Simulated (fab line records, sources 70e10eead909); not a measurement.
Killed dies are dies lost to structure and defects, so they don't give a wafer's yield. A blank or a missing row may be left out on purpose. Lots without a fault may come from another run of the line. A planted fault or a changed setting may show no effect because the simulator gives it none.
Which tool did it? | flow nand_harc | 24 lots, 72 wafers sampled, at 1 step of a route of 1159

WHAT THE GAUGES READ, wafer by wafer
NHARC_P_ZERO_WELL_CD_MEAS_52: target cd 2000 nm. Usual: cd_nm 2000.2 nm, standard deviation 1.5.
lot  | measured    | on        | cd_nm (nm)           | flag
L074 | day 1 18:11 | cd_sem-02 | 2002.0 2000.3 2000.8 |
L075 | day 1 23:44 | cd_sem-03 | 2001.5 2000.1 1997.3 |
L076 | day 2 05:53 | cd_sem-01 | 1999.8 2000.6 2000.1 |
L077 | day 2 11:51 | cd_sem-01 | 2001.7 2000.7 2001.4 |
L078 | day 2 17:53 | cd_sem-02 | 2002.6 2002.1 1999.0 |
L079 | day 2 23:40 | cd_sem-01 | 1997.3 2000.6 1997.5 |
L080 | day 3 05:45 | cd_sem-01 | 2001.3 1997.7 1998.8 |
L081 | day 3 11:47 | cd_sem-01 | 2001.7 2000.9 1999.6 |
L082 | day 3 17:48 | cd_sem-03 | 2002.6 2002.6 2002.2 |
L083 | day 3 23:46 | cd_sem-03 | 2000.4 1998.3 2000.2 |
L084 | day 4 05:46 | cd_sem-02 | 2000.3 1999.0 1999.6 |
L085 | day 4 11:59 | cd_sem-02 | 2002.5 2002.3 2000.9 |
L086 | day 4 17:47 | cd_sem-01 | 2000.2 1998.8 2000.3 |
L087 | day 4 23:30 | cd_sem-02 | 2000.0 1998.2 1999.6 |
L088 | day 5 05:54 | cd_sem-01 | 1999.3 2002.8 1999.9 |
L089 | day 5 11:39 | cd_sem-03 | 2001.4 1999.9 1999.6 |
L090 | day 5 17:44 | cd_sem-01 | 1999.2 2000.4 2000.0 |
L091 | day 5 23:53 | cd_sem-01 | 2000.3 1999.5 2000.2 |
L092 | day 6 05:41 | cd_sem-01 | 1998.9 1999.0 2001.5 |
L093 | day 6 11:43 | cd_sem-03 | 1999.3 1996.6 1997.6 |
L094 | day 6 17:35 | cd_sem-02 | 2002.4 2002.2 1999.6 |
L095 | day 6 23:23 | cd_sem-02 | 2001.3 1998.6 2002.3 |
L096 | day 7 05:31 | cd_sem-01 | 2000.5 2000.4 2001.8 |
L097 | day 7 11:40 | cd_sem-01 | 1998.7 1998.4 1998.6 |

WHICH TOOL RAN EACH LOT (tool, then ch and the chambers of the sampled wafers, then the start)
The record holds no process step before these readings.

WHAT THE TOOLS THEMSELVES READ (means of the sampled wafers that have a number; where no wafer has one, the mark that the record gives instead)
The record holds no such reading with a usual standard deviation.

THE ANSWER, worked out from the rows above alone
Rule: a lot is off if the mean of its wafers that have a number lies more than 3 standard deviations from the usual mean. A lot without any number at a reading at which 4 lots or more have one is off too. The other lots that the step has rows for count as sound. The gauges are gone through in route order, then the tools' own readings, and for those a lot's mean is taken as printed above. The first step at which some lot is off is used, and at that step the reading that is off furthest; a lot without a number counts as furthest.
No lot is off at any reading shown: from this, nothing can be told.

WHAT THE SIMULATOR HAD PUT IN
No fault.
